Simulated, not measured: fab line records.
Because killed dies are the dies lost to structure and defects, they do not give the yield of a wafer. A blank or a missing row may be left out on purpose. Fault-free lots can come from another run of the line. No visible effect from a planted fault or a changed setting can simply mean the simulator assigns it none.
Which of the tools did it?    flow n5Finfet    24 lots, 72 wafers sampled, at 5 steps of a route of 1938

## WHAT THE GAUGES READ, wafer by wafer
N5_ZERO_LAYER_INSPECT_20: inspects for defects (darkfield). Usual: rawDefectCount reads 36 (standard deviation 15).
lot   measured     on                rawDefectCount  flag
L074  day 1 13:16  defectInspect-02  21 31 17        
L075  day 1 19:37  defectInspect-02  35 19 32        
L076  day 2 01:23  defectInspect-01  38 14 41        
L077  day 2 07:17  defectInspect-01  28 41 59        
L078  day 2 13:25  defectInspect-02  48 44 20        
L079  day 2 19:25  defectInspect-02  29 24 34        
L080  day 3 01:17  defectInspect-02  6 24 13         
L081  day 3 07:25  defectInspect-02  28 51 29        
L082  day 3 13:24  defectInspect-01  60 43 38        
L083  day 3 19:23  defectInspect-02  13 30 70        
L084  day 4 01:25  defectInspect-02  68 40 58        
L085  day 4 08:01  defectInspect-02  64 53 42        
L086  day 4 13:50  defectInspect-02  29 18 22        
L087  day 4 19:17  defectInspect-02  28 55 35        
L088  day 5 01:23  defectInspect-02  22 53 19        
L089  day 5 07:46  defectInspect-01  23 27 40        
L090  day 5 13:16  defectInspect-02  59 54 48        
L091  day 5 19:16  defectInspect-02  31 18 49        
L092  day 6 01:15  defectInspect-02  28 37 39        
L093  day 6 07:16  defectInspect-01  36 24 14        
L094  day 6 13:29  defectInspect-02  30 39 23        
L095  day 6 19:45  defectInspect-02  35 72 38        
L096  day 7 01:47  defectInspect-02  54 31 56        
L097  day 7 07:16  defectInspect-02  28 33 16        

N5_WELL_APT_INSPECT_10: inspects for defects (macro). Usual: rawDefectCount reads 2.2 (standard deviation 1.6).
lot   measured     on                rawDefectCount  flag
L074  day 1 13:44  defectInspect-01  0 0 6           
L075  day 1 19:58  defectInspect-01  7 3 2           
L076  day 2 01:52  defectInspect-01  2 3 2           
L077  day 2 07:38  defectInspect-01  0 4 1           
L078  day 2 13:55  defectInspect-02  1 2 1           
L079  day 2 19:47  defectInspect-01  1 4 4           
L080  day 3 01:38  defectInspect-01  3 1 1           
L081  day 3 07:53  defectInspect-01  3 4 8           
L082  day 3 13:46  defectInspect-01  1 1 2           
L083  day 3 19:44  defectInspect-02  2 5 2           
L084  day 4 01:53  defectInspect-02  3 0 2           
L085  day 4 08:22  defectInspect-02  2 4 2           
L086  day 4 14:11  defectInspect-02  1 4 2           
L087  day 4 19:47  defectInspect-01  2 2 0           
L088  day 5 01:44  defectInspect-01  2 2 0           
L089  day 5 08:16  defectInspect-02  0 5 2           
L090  day 5 13:38  defectInspect-02  0 1 5           
L091  day 5 19:37  defectInspect-02  0 1 1           
L092  day 6 01:44  defectInspect-02  1 4 2           
L093  day 6 07:37  defectInspect-01  4 1 0           
L094  day 6 13:50  defectInspect-02  5 0 4           
L095  day 6 20:07  defectInspect-01  1 6 4           
L096  day 7 02:16  defectInspect-01  3 2 3           
L097  day 7 07:37  defectInspect-02  1 2 2           

N5_FIN_SAQP_THK_MEAS_07. Usual: thkNm reads 60.0 nm (standard deviation 1.1).
lot   measured     on            thkNm (nm)      flag
L074  day 1 21:25  filmMetro-01  60.5 61.7 61.5  
L075  day 2 09:56  filmMetro-02  60.3 60.3 61.0  
L076  day 2 12:49  filmMetro-02  57.7 58.1 58.7  
L077  day 2 15:34  filmMetro-01  58.4 59.0 59.5  
L078  day 2 22:40  filmMetro-02  58.4 59.1 61.1  
L079  day 3 03:19  filmMetro-02  61.5 60.4 61.0  
L080  day 3 09:25  filmMetro-01  58.7 58.2 60.0  
L081  day 3 15:10  filmMetro-01  62.4 59.7 63.2  
L082  day 3 21:02  filmMetro-01  60.1 59.2 61.3  
L083  day 4 03:16  filmMetro-02  59.3 60.9 60.9  
L084  day 4 11:10  filmMetro-02  58.7 59.0 59.9  
L085  day 4 19:05  filmMetro-02  61.4 59.5 60.1  
L086  day 4 22:50  filmMetro-01  59.4 59.4 58.8  
L087  day 5 03:59  filmMetro-02  59.4 61.5 61.4  
L088  day 5 11:13  filmMetro-01  58.8 61.5 60.5  
L089  day 5 16:16  filmMetro-02  59.3 60.1 60.1  
L090  day 5 22:01  filmMetro-01  58.6 59.0 59.0  
L091  day 6 03:59  filmMetro-02  59.7 58.6 58.9  
L092  day 6 09:15  filmMetro-01  61.3 61.4 61.0  
L093  day 6 14:46  filmMetro-02  58.9 61.7 59.5  
L094  day 6 23:10  filmMetro-02  58.9 61.4 59.9  
L095  day 7 05:25  filmMetro-01  59.7 59.1 60.9  
L096  day 7 10:58  filmMetro-02  60.2 60.2 60.7  
L097  day 7 16:18  filmMetro-02  59.5 58.2 59.8  

N5_FIN_SAQP_INSPECT_18: inspects for defects (brightfield). Usual: rawDefectCount reads 444 (standard deviation 120).
lot   measured     on                rawDefectCount  flag
L074  day 1 21:51  defectInspect-01  529 478 633     
L075  day 2 10:29  defectInspect-02  460 376 559     
L076  day 2 13:22  defectInspect-02  344 465 414     
L077  day 2 15:59  defectInspect-01  680 783 600     
L078  day 2 23:05  defectInspect-02  446 398 392     
L079  day 3 03:53  defectInspect-01  286 366 473     
L080  day 3 09:50  defectInspect-02  433 396 446     
L081  day 3 15:43  defectInspect-02  393 566 455     
L082  day 3 21:36  defectInspect-01  273 220 283     
L083  day 4 03:41  defectInspect-01  683 697 686     
L084  day 4 11:43  defectInspect-01  446 519 293     
L085  day 4 19:31  defectInspect-02  260 323 369     
L086  day 4 23:22  defectInspect-01  512 694 460     
L087  day 5 04:26  defectInspect-02  346 426 320     
L088  day 5 11:39  defectInspect-02  220 318 306     
L089  day 5 16:49  defectInspect-01  465 371 329     
L090  day 5 22:34  defectInspect-02  639 539 508     
L091  day 6 04:32  defectInspect-01  505 435 653     
L092  day 6 09:40  defectInspect-02  266 369 307     
L093  day 6 15:19  defectInspect-02  372 708 451     
L094  day 6 23:43  defectInspect-01  507 748 472     
L095  day 7 05:51  defectInspect-01  393 477 508     
L096  day 7 11:23  defectInspect-01  486 499 464     
L097  day 7 16:52  defectInspect-02  490 305 395     

## TOOL THAT RAN EACH LOT (tool first, then ch and the chambers of the sampled wafers, then the start)
lot   N5_ZERO_LAYER_ETCH_18
L074  rieSi-05 ch 0,1, day 1 12:47
L075  rieSi-04 ch 1,2, day 1 18:55
L076  rieSi-05 ch 0,1,3, day 2 00:55
L077  rieSi-04 ch 1,2,3, day 2 06:47
L078  rieSi-04 ch 0,1, day 2 12:58
L079  rieSi-04 ch 0,1,2, day 2 18:56
L080  rieSi-01 ch 1,2, day 3 00:47
L081  rieSi-05 ch 1,2,3, day 3 06:56
L082  rieSi-05 ch 0,2,3, day 3 12:56
L083  rieSi-05 ch 0,2,3, day 3 18:55
L084  rieSi-04 ch 1,2, day 4 00:57
L085  rieSi-01 ch 0,1, day 4 07:32
L086  rieSi-01 ch 1,2,3, day 4 13:22
L087  rieSi-01 ch 2,3, day 4 18:50
L088  rieSi-01 ch 0,1,2, day 5 00:55
L089  rieSi-04 ch 1,3, day 5 07:19
L090  rieSi-04 ch 0,2, day 5 12:48
L091  rieSi-04 ch 0,2,3, day 5 18:47
L092  rieSi-05 ch 0,2, day 6 00:47
L093  rieSi-01 ch 0,1,2, day 6 06:48
L094  rieSi-05 ch 2,3, day 6 12:56
L095  rieSi-01 ch 0,1,3, day 6 19:14
L096  rieSi-04 ch 0,3, day 7 01:19
L097  rieSi-01 ch 0,1,3, day 7 06:47
- N5_ZERO_LAYER_ETCH_18: etches Si in HBr/Cl2, target depth 120 nm, time 40 s.

## WHAT THE TOOLS THEMSELVES READ (means of the sampled wafers that have a number; where no wafer has one, the mark that the record gives instead)
N5_ZERO_LAYER_ETCH_18. Usual: drypumpMotorCurrentA 5.6 A, standard deviation 0.5; oesProductAu 0.995 a.u., standard deviation 0.011; throttleValvePct 36.3 %, standard deviation 0.36.
lot   tool      drypumpMotorCurrentA (A)  oesProductAu (a.u.)  throttleValvePct (%)  flag
L074  rieSi-05  5.6                       0.993                36.2                  
L075  rieSi-04  5.4                       0.985                36.3                  
L076  rieSi-05  6.1                       0.999                36.5                  
L077  rieSi-04  5.6                       0.985                36.3                  
L078  rieSi-04  5.7                       0.992                36.3                  
L079  rieSi-04  5.6                       0.991                36.2                  
L080  rieSi-01  5.0                       0.992                36.7                  
L081  rieSi-05  6.1                       1.008                36.5                  
L082  rieSi-05  5.6                       0.997                36.5                  
L083  rieSi-05  5.6                       0.998                36.5                  
L084  rieSi-04  5.5                       0.990                36.4                  
L085  rieSi-01  5.1                       0.983                36.6                  
L086  rieSi-01  5.3                       0.997                36.4                  
L087  rieSi-01  5.5                       1.001                36.1                  
L088  rieSi-01  5.3                       0.994                36.4                  
L089  rieSi-04  5.8                       0.997                36.4                  
L090  rieSi-04  5.5                       0.986                36.1                  
L091  rieSi-04  5.7                       0.996                36.2                  
L092  rieSi-05  5.1                       0.999                36.3                  
L093  rieSi-01  5.3                       0.990                36.4                  
L094  rieSi-05  6.1                       1.003                36.8                  
L095  rieSi-01  5.3                       0.991                36.2                  
L096  rieSi-04  5.9                       0.993                36.3                  
L097  rieSi-01  5.3                       0.989                36.2                  

## THE ANSWER, worked out from the rows above alone
Rule: a lot counts as off when the mean over its wafers that have a number is more than 3 standard deviations away from the usual mean. A lot without any number at a reading at which 4 lots or more have one is off too. All remaining lots with rows at the step are treated as sound. First the gauges in route order, then the tools' own readings, where a lot's mean is used as printed above. The first step at which some lot is off is used, and at that step the reading that is off furthest; a lot without a number counts as furthest.
None of the lots is off at any reading shown; this tells nothing.

## WHAT THE SIMULATOR PUT IN
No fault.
